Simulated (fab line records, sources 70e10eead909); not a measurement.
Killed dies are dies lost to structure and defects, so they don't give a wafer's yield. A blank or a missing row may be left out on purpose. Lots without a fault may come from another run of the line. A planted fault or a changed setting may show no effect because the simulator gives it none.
Chamber matching | flow nand_harc | NHARC_A_DECK1_JOINT_ETCHBACK_00 on rie_si-06: 4 sister chambers
The step etches the open film in HBr, target depth 30 nm, time 17.4 s. 8 wafers are shown with their chamber, then 6 later ones without.

WAFERS WITH THEIR CHAMBER
wafer  | chamber | drypump_motor_current_A (A) | oes_product_au (a.u.)
L304.6 | 1       | 5.4                         | 1.005
L311.5 | 3       | 5.5                         | 0.981
L319.1 | 2       | 5.6                         | 0.997
L319.2 | 0       | 5.0                         | 1.007
L319.5 | 3       | 5.6                         | 1.003
L321.3 | 1       | 5.4                         | 1.012
L321.4 | 0       | 4.9                         | 1.019
L321.6 | 2       | 5.6                         | 0.979

WAFERS WITHOUT THEIR CHAMBER
wafer  | drypump_motor_current_A (A) | oes_product_au (a.u.)
L322.3 | 5.4                         | 1.002
L322.5 | 4.9                         | 1.004
L322.6 | 5.4                         | 1.019
L324.3 | 5.5                         | 0.993
L324.4 | 5.6                         | 0.986
L324.5 | 5.4                         | 1.014

WHICH CHAMBER EACH WENT THROUGH
wafer  | from the rows above          | in truth
L322.3 | 1                            | 1
L322.5 | 0                            | 0
L322.6 | 1                            | 1
L324.3 | can't be placed: 3 or 2 or 1 | 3
L324.4 | can't be placed: 2 or 3      | 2
L324.5 | 1                            | 1
Placed correctly: 4 of 6. Can't be placed from these rows: 2 (the true chamber is among the candidates in 2). Placed wrongly: 0.
How it was worked out, from the rows above alone: a wafer's distance from a chamber is the root of the sum, over the readings, of the square of ((its reading less the chamber's mean) divided by the reading's scatter). The wafer belongs to the nearest chamber; if the next one is less than 2 further off, it can't be placed. A chamber's mean is the mean of its shown wafers. The scatter: the root of (the sum of the squares of (reading less its chamber's mean) over the shown wafers, divided by (wafers less chambers)).
